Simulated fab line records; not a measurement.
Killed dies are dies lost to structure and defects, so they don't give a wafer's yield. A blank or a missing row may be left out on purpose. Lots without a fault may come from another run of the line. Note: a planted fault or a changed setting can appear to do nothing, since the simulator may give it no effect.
Struck lot and sound lot, side by side    flow n5_finfet    15 steps out of a route of 1938
Sound: these wafers, L544.1, L544.2, L544.4. Wafers L548.4, L548.5, L548.6 were the ones struck. At the end, the cause is stated.
Per side, at each step with rows, come the tool, then ch with its chambers, and then its first start. Under that, the readings that differ: sound wafers    struck wafers    difference of the means    sigmas: that difference in standard deviations of wafers without a fault.
alike: readings whose means differ by less than 2 such deviations, and words and numbers that are the same on both sides. not compared: withheld readings, readings that some wafer has no value for, bounds like >300 that may hide the same value, and numbers for which the record gives no deviation and whose values overlap.
Wherever a step has rows on one side only, a row that says differs or no value, or a row with sigmas, the two part there. When numbers do not overlap yet have no deviation, they are printed without sigmas and do not part them. Lack of a reading on every wafer of one side parts them only where that side has two or more wafers.

N5_BEOL_M7_RS_MEAS_57: uses a four-point probe to measure.
  sound on film_metro-01, day 12 12:57; struck on film_metro-02, day 13 11:05
  alike: M7_RS
N5_BEOL_M7_INSPECT_58: inspects for defects (darkfield).
  sound on defect_inspect-02, day 12 12:58; struck on defect_inspect-01, day 13 11:07
reading           sound      struck    difference  sigmas
raw_defect_count  85 94 121  36 62 32  -57         -2
N5_BEOL_M8_ILD_DEP_00: deposits SiCOH lowk from DEMS/porogen, target thk 179.75 nm, time 33.4 s.
  sound on pecvd-03 ch 0,1,2, day 12 13:01; struck on pecvd-01 ch 0,1,2, day 13 11:10
  alike: heater_power_w, showerhead_plenum_p_Torr, showerhead_vpp_V, throttle_valve_pct
N5_BEOL_M8_CURE_74: cures SiCOH lowk, time 240 s.
  sound on uv_cure-01 ch 2, day 12 13:04; struck on uv_cure-02 ch 0, day 13 11:26
  alike: lamp_power_pct, wafer_temp_C_max
N5_BEOL_M8_THK_MEAS_01:
  sound on film_metro-02, day 12 14:04; struck on film_metro-02, day 13 11:43
  alike: M8_ILD_THK
N5_BEOL_M8_PECVD_70: deposits SiO2 from TEOS/O2, target thk 20 nm, time 22.7 s.
  sound on pecvd-01 ch 1,2, day 12 14:06; struck on pecvd-03 ch 0,1,2, day 13 11:46
  alike: heater_power_w, showerhead_plenum_p_Torr, showerhead_vpp_V, throttle_valve_pct
N5_BEOL_M8_HM_DEP_02: deposits TiN, target thk 20 nm.
  sound on pvd_sputter-03, day 12 15:36; struck on pvd_sputter-02, day 13 12:50
  alike: throttle_valve_pct
then, 5 steps without rows for these wafers: N5_BEOL_M8_COAT_59 (time 60 s, resist thk 100 nm); N5_BEOL_M8_COAT_60 (time 60 s, resist thk 35 nm); N5_BEOL_M8_COAT_05 (resist thk 90 nm); N5_BEOL_M8_EBR_07; N5_BEOL_M8_SOFTBAKE_06 (time 60 s).
N5_BEOL_M8_EXPOSE_08: exposes mask M8.
  sound on arfi_scanner-02 ch 0, day 12 15:59; struck on arfi_scanner-03 ch 0, day 13 13:14
reading               sound              struck             difference  sigmas
exposure_dose_mJ_cm2  68.17 68.21 68.23  66.83 66.81 66.93  -1.35       -19
  alike: mask
then, 1 step without rows for these wafers: N5_BEOL_M8_PEB_09 (peb time 60 s).
-- here the record skips 3 days between the struck wafers' starts before and after, leaving off in module BEOL_M8 and picking up in module PASSIVATION (first step shown: number 1936 of the route) --
N5_PASSIVATION_PROBE_49:
  sound on prober-02, day 15 19:21; struck on prober-01, day 16 14:06
  alike: defect_limited_yield, killed_at_M0_to_M3, killed_at_M4_up, killed_at_contacts, killed_at_front_end, killed_at_other, killed_dies, killed_open, killed_short, sort_bin_5_function, sort_bin_6_memory, sort_bin_8_speed, sort_n_pass, sort_yield_pct

WHERE THEY PART
First at N5_BEOL_M7_INSPECT_58; last, within this record, at N5_BEOL_M8_EXPOSE_08. Later steps at which nothing parts them and some readings are alike: N5_PASSIVATION_PROBE_49.

WHY: the cause the simulator had injected
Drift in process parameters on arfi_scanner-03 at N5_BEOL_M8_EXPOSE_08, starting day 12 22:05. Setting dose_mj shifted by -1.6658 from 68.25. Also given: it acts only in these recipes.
